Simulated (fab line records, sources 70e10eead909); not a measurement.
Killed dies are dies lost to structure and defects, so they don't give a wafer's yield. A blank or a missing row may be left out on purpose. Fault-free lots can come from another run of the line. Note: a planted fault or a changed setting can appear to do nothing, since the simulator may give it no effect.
Chamber matching ; flow nandHarc ; NHARC_A_CONTACT_DESCUM_13 on rieDiel-01 has 4 sister chambers
The step chemistry O2, time 3 s. 27 wafers are shown with their chamber, then 12 later ones without.

EACH WAFER AND ITS CHAMBER
wafer;chamber;showerheadPlenumPTorr (Torr);oesProductAu (a.u.);throttleValvePct (%)
L076.1;3;1.90;0.995;11.321
L076.2;2;1.82;0.998;11.313
L076.6;0;1.85;1.014;11.305
L076.3;1;1.93;1.007;11.302
L076.4;0;1.85;1.004;11.296
L076.5;3;1.90;0.992;11.317
L081.1;3;1.89;1.016;11.313
L081.2;2;1.82;1.006;11.306
L081.4;0;1.85;1.010;11.307
L082.1;2;1.82;1.002;11.304
L082.3;3;1.89;1.001;11.288
L082.5;3;1.89;1.002;11.312
L086.1;0;1.85;0.998;11.311
L086.2;3;1.89;1.009;11.325
L086.6;1;1.92;1.003;11.308
L084.2;1;1.92;1.022;11.304
L084.4;3;1.89;1.013;11.304
L084.6;3;1.89;1.007;11.287
L091.1;1;1.92;1.012;11.315
L091.2;0;1.84;0.999;11.305
L091.4;2;1.81;0.999;11.317
L089.1;2;1.81;1.001;11.330
L089.2;1;1.92;1.023;11.320
L089.4;3;1.89;1.019;11.313
L090.3;3;1.89;1.008;11.318
L090.5;2;1.81;1.001;11.321
L090.6;1;1.92;1.025;11.292

SIGNATURES, as means of the wafers listed above
reading;chamber 0;chamber 1;chamber 2;chamber 3;scatter within a chamber
showerheadPlenumPTorr;1.8480;1.9217;1.8150;1.8920;0.00454
oesProductAu;1.00500;1.01533;1.00117;1.00620;0.00766
throttleValvePct;11.30480;11.30683;11.31517;11.30980;0.0107
Rule: distance of a wafer from a chamber = root of the sum over the readings of ((wafer's reading minus chamber's mean) / reading's scatter) squared. The wafer belongs to the nearest chamber; if the next one is less than 2 further off, it can't be placed. The scatter is the square root of a quotient: the sum, over the shown wafers, of each reading's squared deviation from its chamber's mean, divided by wafers minus chambers.

WAFERS WITHOUT THEIR CHAMBER
wafer;showerheadPlenumPTorr (Torr);oesProductAu (a.u.);throttleValvePct (%)
L092.1;1.92;1.023;11.319
L092.2;1.89;1.023;11.305
L092.3;1.81;0.999;11.320
L094.3;1.89;1.014;11.329
L094.5;1.84;1.018;11.319
L094.6;1.89;1.006;11.299
L097.3;1.89;1.007;11.318
L097.4;1.84;1.002;11.326
L097.5;1.91;1.001;11.323
L095.1;1.84;1.008;11.317
L095.2;1.91;0.997;11.309
L095.6;1.84;1.008;11.307

CHAMBER TAKEN BY EACH
wafer;from the rows above;in truth
L092.1;1;1
L092.2;3;3
L092.3;2;2
L094.3;3;3
L094.5;0;0
L094.6;3;3
L097.3;3;3
L097.4;0;0
L097.5;can't be placed: 1 or 3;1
L095.1;0;0
L095.2;can't be placed: 1 or 3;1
L095.6;0;0
Correctly placed: 10 of 12. From these rows, 2 cannot be placed; in 2 the true chamber is one of the candidates. 0 placed wrongly.
